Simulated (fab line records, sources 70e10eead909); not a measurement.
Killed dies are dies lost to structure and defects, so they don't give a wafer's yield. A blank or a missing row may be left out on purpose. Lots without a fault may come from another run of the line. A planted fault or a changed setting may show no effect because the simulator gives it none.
Which tool did it? | flow nand_harc | 12 lots, 36 wafers sampled, at 4 steps of a route of 1159

WHAT THE GAUGES READ, wafer by wafer
NHARC_P_ZERO_WELL_CD_MEAS_24: target cd 720 nm. Usual: cd_nm 720.1 nm, standard deviation 2.
lot  | measured    | on        | cd_nm (nm)        | flag
L144 | day 1 20:28 | cd_sem-01 | 716.3 717.6 713.6 |
L147 | day 2 14:28 | cd_sem-02 | 719.1 718.6 718.1 |
L148 | day 2 20:28 | cd_sem-01 | 720.3 718.1 720.3 |
L150 | day 3 08:37 | cd_sem-03 | 721.3 720.4 719.8 |
L151 | day 3 14:31 | cd_sem-02 | 719.8 720.8 724.1 |
L159 | day 5 14:40 | cd_sem-03 | 720.2 720.5 721.7 |
L160 | day 5 20:58 | cd_sem-02 | 719.4 719.6 717.2 |
L161 | day 6 02:22 | cd_sem-02 | 721.0 724.4 719.6 |
L162 | day 6 08:36 | cd_sem-02 | 718.0 718.8 720.4 |
L164 | day 6 20:22 | cd_sem-01 | 722.5 719.1 716.0 |
L165 | day 7 02:28 | cd_sem-02 | 721.3 719.9 719.4 |
L166 | day 7 08:39 | cd_sem-02 | 720.5 723.8 722.6 |

NHARC_P_GATE_CD_MEAS_26: target cd 120 nm. Usual: cd_nm 119.9 nm, standard deviation 0.57.
lot  | measured     | on        | cd_nm (nm)        | flag
L144 | day 5 01:38  | cd_sem-03 | 120.3 120.2 119.4 |
L147 | day 5 23:31  | cd_sem-03 | 120.4 120.8 119.6 |
L148 | day 5 23:03  | cd_sem-01 | 120.7 120.2 120.1 |
L150 | day 6 17:22  | cd_sem-02 | 114.2 113.3 113.6 | OFF
L151 | day 7 05:08  | cd_sem-02 | 119.9 119.5 119.6 |
L159 | day 9 03:50  | cd_sem-02 | 120.6 119.5 120.0 |
L160 | day 9 03:01  | cd_sem-02 | 119.4 119.8 119.8 |
L161 | day 9 03:41  | cd_sem-03 | 120.1 120.3 119.6 |
L162 | day 9 17:34  | cd_sem-01 | 119.3 119.5 119.6 |
L164 | day 9 22:58  | cd_sem-03 | 119.9 120.0 120.0 |
L165 | day 9 23:07  | cd_sem-01 | 120.5 119.9 120.0 |
L166 | day 10 10:13 | cd_sem-02 | 119.8 119.0 120.1 |

WHICH TOOL RAN EACH LOT (tool, then ch and the chambers of the sampled wafers, then the start)
lot  | NHARC_P_ZERO_WELL_DESCUM_39       | NHARC_P_GATE_EXPOSE_23
L144 | rie_diel-03 ch 1,2, day 1 22:16   | arfi_scanner-02 ch 0, day 5 01:29
L147 | rie_diel-10 ch 2,3, day 2 16:09   | arfi_scanner-02 ch 0, day 5 23:22
L148 | rie_diel-10 ch 0,1, day 2 22:18   | arfi_scanner-01 ch 0, day 5 22:55
L150 | rie_diel-10 ch 1,2,3, day 3 10:26 | arfi_scanner-02 ch 0, day 6 17:14
L151 | rie_diel-10 ch 1,2, day 3 16:19   | arfi_scanner-03 ch 0, day 7 04:59
L159 | rie_diel-10 ch 2,3, day 5 16:29   | arfi_scanner-02 ch 0, day 9 03:41
L160 | rie_diel-05 ch 0,1,2, day 5 22:47 | arfi_scanner-03 ch 0, day 9 02:52
L161 | rie_diel-05 ch 0,1,2, day 6 04:13 | arfi_scanner-03 ch 0, day 9 03:32
L162 | rie_diel-10 ch 1,2,3, day 6 10:23 | arfi_scanner-01 ch 0, day 9 17:25
L164 | rie_diel-05 ch 0,2, day 6 22:04   | arfi_scanner-02 ch 0, day 9 22:49
L165 | rie_diel-05 ch 1,2,3, day 7 04:16 | arfi_scanner-01 ch 0, day 9 22:58
L166 | rie_diel-10 ch 0,2, day 7 10:28   | arfi_scanner-02 ch 0, day 10 10:04
- NHARC_P_ZERO_WELL_DESCUM_39: chemistry O2, time 3 s.
- NHARC_P_GATE_EXPOSE_23: exposes mask P GATE, target cd 120 nm.

WHAT THE TOOLS THEMSELVES READ (means of the sampled wafers that have a number; where no wafer has one, the mark that the record gives instead)
NHARC_P_ZERO_WELL_DESCUM_39. Usual: drypump_motor_current_A 5.6 A, standard deviation 0.4; oes_product_au 0.999 a.u., standard deviation 0.01; rf_vpp_V 57.6 V, standard deviation 0.89; showerhead_plenum_p_Torr 1.89 Torr, standard deviation 0.071; throttle_valve_pct 11.312 %, standard deviation 0.0087.
lot  | tool        | drypump_motor_current_A (A) | oes_product_au (a.u.) | rf_vpp_V (V) | showerhead_plenum_p_Torr (Torr) | throttle_valve_pct (%) | flag
L144 | rie_diel-03 | 5.5                         | 1.004                 | 58.0         | 1.87                            | 11.307                 |
L147 | rie_diel-10 | 5.4                         | 1.007                 | 58.1         | 1.92                            | 11.316                 |
L148 | rie_diel-10 | 5.5                         | 0.997                 | 58.4         | 1.87                            | 11.317                 |
L150 | rie_diel-10 | 5.5                         | 1.004                 | 57.4         | 1.91                            | 11.315                 |
L151 | rie_diel-10 | 5.6                         | 0.990                 | 58.0         | 1.89                            | 11.318                 |
L159 | rie_diel-10 | 5.8                         | 1.008                 | 57.9         | 1.93                            | 11.304                 |
L160 | rie_diel-05 | 5.4                         | 0.998                 | 57.3         | 1.85                            | 11.305                 |
L161 | rie_diel-05 | 5.4                         | 0.992                 | 57.7         | 1.85                            | 11.303                 |
L162 | rie_diel-10 | 5.5                         | 1.006                 | 58.0         | 1.91                            | 11.306                 |
L164 | rie_diel-05 | 5.7                         | 0.993                 | 57.5         | 1.79                            | 11.312                 |
L165 | rie_diel-05 | 5.5                         | 0.997                 | 57.1         | 1.91                            | 11.309                 |
L166 | rie_diel-10 | 6.1                         | 0.994                 | 58.0         | 1.92                            | 11.306                 |

THE ANSWER, worked out from the rows above alone
Rule: a lot is off if the mean of its wafers that have a number lies more than 3 standard deviations from the usual mean. A lot without any number at a reading at which 4 lots or more have one is off too. The other lots that the step has rows for count as sound. The gauges are gone through in route order, then the tools' own readings, and for those a lot's mean is taken as printed above. The first step at which some lot is off is used, and at that step the reading that is off furthest; a lot without a number counts as furthest.
Off: L150, at NHARC_P_GATE_CD_MEAS_26 (cd_nm).
A tool fits if, at a process step before that reading, it ran every lot that is off, and no sound lot after the first of them. The gauges at NHARC_P_GATE_CD_MEAS_26 are tried like those tools. None of those tried fits.

WHAT THE SIMULATOR HAD PUT IN
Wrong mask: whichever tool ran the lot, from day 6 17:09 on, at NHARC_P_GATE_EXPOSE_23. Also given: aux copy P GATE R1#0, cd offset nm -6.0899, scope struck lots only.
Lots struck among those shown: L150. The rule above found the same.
